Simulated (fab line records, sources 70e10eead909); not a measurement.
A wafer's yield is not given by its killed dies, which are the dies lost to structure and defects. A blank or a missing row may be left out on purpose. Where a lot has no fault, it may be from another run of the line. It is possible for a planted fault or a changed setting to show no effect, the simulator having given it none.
Struck lot and sound lot, side by side / flow nand harc / 12 steps out of a route of 1302
Sound: the wafers L297.2, L297.4, L297.5. Wafers struck: L295.3, L295.4, L295.5. At the end, the cause is stated.
Each step with rows lists, per side, the tool, then ch with its chambers, then its first start. Under that, the readings that differ: sound wafers / struck wafers / difference of the means / sigmas: that difference in standard deviations of wafers without a fault.
alike: readings whose means differ by less than 2 such deviations, and words and numbers that are the same on both sides. not compared: withheld readings, readings that some wafer has no value for, bounds like >300 that may hide the same value, and numbers for which the record gives no deviation and whose values overlap.
Wherever a step has rows on one side only, a row that says differs or no value, or a row with sigmas, the two part there. When numbers do not overlap yet have no deviation, they are printed without sigmas and do not part them. A reading that every wafer of one side lacks parts them only if that side has two wafers or more.

NHARC_A_WL_FILL_INSPECT_15:
  struck on defect inspect-02, day 24 04:35; sound on defect inspect-01, day 24 15:19
reading=raw defect count; sound=332 575 412; struck=881 660 744; difference=+322; sigmas=+2
NHARC_A_CONTACT_DEP_24: deposits SiO2, target thk 500 nm.
  sound on pecvd-01 ch 0,1,2, day 24 15:30; struck on pecvd-03 ch 0,1,2, day 24 04:42
  alike: heater power w, susceptor temp C, throttle valve pct
NHARC_A_CONTACT_DEP_28: deposits aC, target thk 7000 nm.
  sound on acl dep-02 ch 0, day 24 19:44; struck on acl dep-01 ch 0, day 24 09:16
reading=susceptor temp C (C); sound=400.08 399.84 399.63; struck=- - -; difference=no value on the struck wafers; sigmas=
  alike: throttle valve pct
NHARC_A_CONTACT_DEP_29: deposits SiON, target thk 100 nm.
  sound on pecvd-03 ch 1,2, day 24 23:20; struck on pecvd-04 ch 0,1, day 24 12:08
  alike: heater power w, susceptor temp C
then, 5 steps without rows for these wafers: NHARC_A_CONTACT_DEHYDRATE_32 (time 120 s); NHARC_A_CONTACT_HMDS_33 (time 30 s); NHARC_A_CONTACT_COAT_34 (time 75 s); NHARC_A_CONTACT_COAT_35 (time 65 s); NHARC_A_CONTACT_COAT_36 (resist thk 90 nm).
NHARC_A_CONTACT_SOFTBAKE_37: time 55 s.
  sound on litho track-06 ch 0, day 24 23:00; struck on litho track-01 ch 0, day 24 12:00
reading=heater power total W (W); sound=188.71 188.37 188.77; struck=177.05 176.99 176.73; difference=-11.69; sigmas=-84
  alike: exhaust pa
following that, these wafers have no rows for 1 step: NHARC_A_CONTACT_EBR_38.
-- break in the record here, with 3 days between the starts of the struck wafers on either side (left off in module A_CONTACT, picked up again in module END, where the first step shown is number 1302 on the route) --
NHARC_END_SORT_01:
  sound on prober-01 ch 0, day 28 00:21; struck on prober-02 ch 0, day 27 15:13
  alike: killed at array, killed at other, killed at periphery, killed dies, killed open, killed short

## WHERE THEY PART
At NHARC_A_WL_FILL_INSPECT_15 first; at NHARC_A_CONTACT_SOFTBAKE_37 last (within this record only). Later steps at which nothing parts them and some readings are alike: NHARC_END_SORT_01.

WHY: what the simulator had put in
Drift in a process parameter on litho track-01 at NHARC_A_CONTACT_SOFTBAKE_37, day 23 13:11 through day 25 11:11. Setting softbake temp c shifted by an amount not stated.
